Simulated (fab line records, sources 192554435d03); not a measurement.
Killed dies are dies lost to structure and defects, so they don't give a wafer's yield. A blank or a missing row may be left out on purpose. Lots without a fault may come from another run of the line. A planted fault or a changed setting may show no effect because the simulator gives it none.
Split-lot experiment | flow n5_finfet | 7 lots, 21 wafers read, on a route of 1938 steps

THE SPLIT
At N5_FIN_SAQP_SPACER1_ALD_24 (deposits SiO2, target thk 20.3 nm, pulse time 1 s, purge time 2 s), the setting ald_cycles was moved away from the recipe's 218 on 7 of the 21 wafers read, by -7.8% to +15.1%. The other wafers ran this setting at the recipe's value.

FROM THE SPLIT TO THE READING: what the file shows between them, 2 steps
- N5_FIN_SAQP_SPACER1_ETCHBACK_25: etches SiO2 in CHF3/O2, target depth 24.4 nm, time 12.2 s
- N5_FIN_SAQP_MANDREL1_REMOVE_56: chemistry HBr/Cl2/O2, target a-Si, stops on SiNx, bt time 10 s

THE READING
cd_nm, in nm, at N5_FIN_SAQP_CD_MEAS_27 (target cd 20 nm). Fault-free wafers of this fab line usually give 20.23 nm, standard deviation 0.26 nm.

wafer  | tool, chamber at the split | ald_cycles as run | against the recipe | cd_nm, nm | against lot-mates on the recipe
L076.2 | ald_sin-04, 0,2            | 201               | -7.8%              | 18.60     | -1.52
L076.4 | ald_sin-04, 0,2            | 201               | -7.8%              | 18.65     | -1.47
L076.5 | ald_sin-04, 1              | 218               | recipe             | 20.12     | -
L085.1 | ald_sin-01, 3              | 218               | recipe             | 20.19     | -
L085.2 | ald_sin-01, 0,1            | 218               | recipe             | 20.71     | -
L085.4 | ald_sin-01, 0,1            | 218               | recipe             | 19.72     | -
L086.1 | ald_sin-01, 3              | 218               | recipe             | 19.60     | -
L086.5 | ald_sin-01, 3              | 218               | recipe             | 20.13     | -
L086.6 | ald_sin-01, 0              | 218               | recipe             | 20.28     | -
L087.1 | ald_sin-03, 3,0            | 232               | +6.4%              | 22.05     | +2.44
L087.4 | ald_sin-03, 3,0            | 232               | +6.4%              | 21.52     | +1.91
L087.6 | ald_sin-03, 1              | 218               | recipe             | 19.61     | -
L091.2 | ald_sin-03, 2              | 218               | recipe             | 20.19     | -
L091.3 | ald_sin-03, 3              | 218               | recipe             | 19.86     | -
L091.4 | ald_sin-03, 1              | 218               | recipe             | 20.32     | -
L095.1 | ald_sin-03, 0              | 251               | +15.1%             | 23.63     | +3.25
L095.3 | ald_sin-03, 2              | 251               | +15.1%             | 23.31     | +2.93
L095.4 | ald_sin-03, 1              | 218               | recipe             | 20.38     | -
L096.2 | ald_sin-01, 1,0            | 218               | recipe             | 20.18     | -
L096.3 | ald_sin-01, 0              | 208               | -4.6%              | 19.39     | -0.84
L096.5 | ald_sin-01, 1,0            | 218               | recipe             | 20.29     | -
Where a row lists several chambers, the file gives one row for several wafers and doesn't say which wafer went through which chamber.

THE FIT
A straight line over all 21 wafers: cd_nm changes by +0.217 nm for each +1% of ald_cycles; r = +0.97; the points scatter about the line by 0.3 nm.
The same after taking each lot's own level away (the mean of its wafers on the recipe; 21 wafers): +0.215 nm for each +1%; r = +0.96; scatter 0.35 nm.
On that fit, the largest move of ald_cycles shifts the reading by 3.3 nm.
The lots' own levels span 19.610 to 20.380 nm, that is 3.0 times the standard deviation above.
So the lot-to-lot level changes the slope little: the two slopes agree.
Check: with one of the wafers moved furthest among these (+15.1%) left out of the fit, the line predicts +3.38 nm for it against its lot-mates. It came out at +3.25 nm against them.

OTHER SPLITS ON THESE WAFERS
These wafers also went through other splits before the reading. Each is held against what the fit with the lots' levels taken away leaves over:
other split on the same wafers            | wafers away from the commonest value | r with cd_nm (lot level and that fit taken away)
N5_PMOS_HMC_CHANNEL_EPI_PEB_07 peb_time_s | 10                                   | -0.01

THE WHOLE CHAIN: every reading that the file lists as answering this split, in the file's order
step                           | what it does                                                      | reading                                                                                 | change (the file's fit)               | r (the file's)
N5_FIN_SAQP_SPACER1_ALD_24     | deposits SiO2, target thk 20.3 nm, pulse time 1 s, purge time 2 s | SiO2_of_FIN_SAQP_SPACER1_ALD_24.thk_nm (the simulator's own value, which no gauge read) | +0.194 nm for each +1% of the setting | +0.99
N5_FIN_SAQP_MANDREL1_REMOVE_56 | chemistry HBr/Cl2/O2, target a-Si, stops on SiNx, bt time 10 s    | FIN_SAQP.cd_nm (the simulator's own value, which no gauge read)                         | +0.185 nm for each +1% of the setting | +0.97
N5_FIN_SAQP_CD_MEAS_27         | target cd 20 nm                                                   | cd_nm                                                                                   | +0.216 nm for each +1% of the setting | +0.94

THE FILE'S OWN FIT
cd_nm changes by +0.216 nm for each +1% of ald_cycles, r = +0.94.
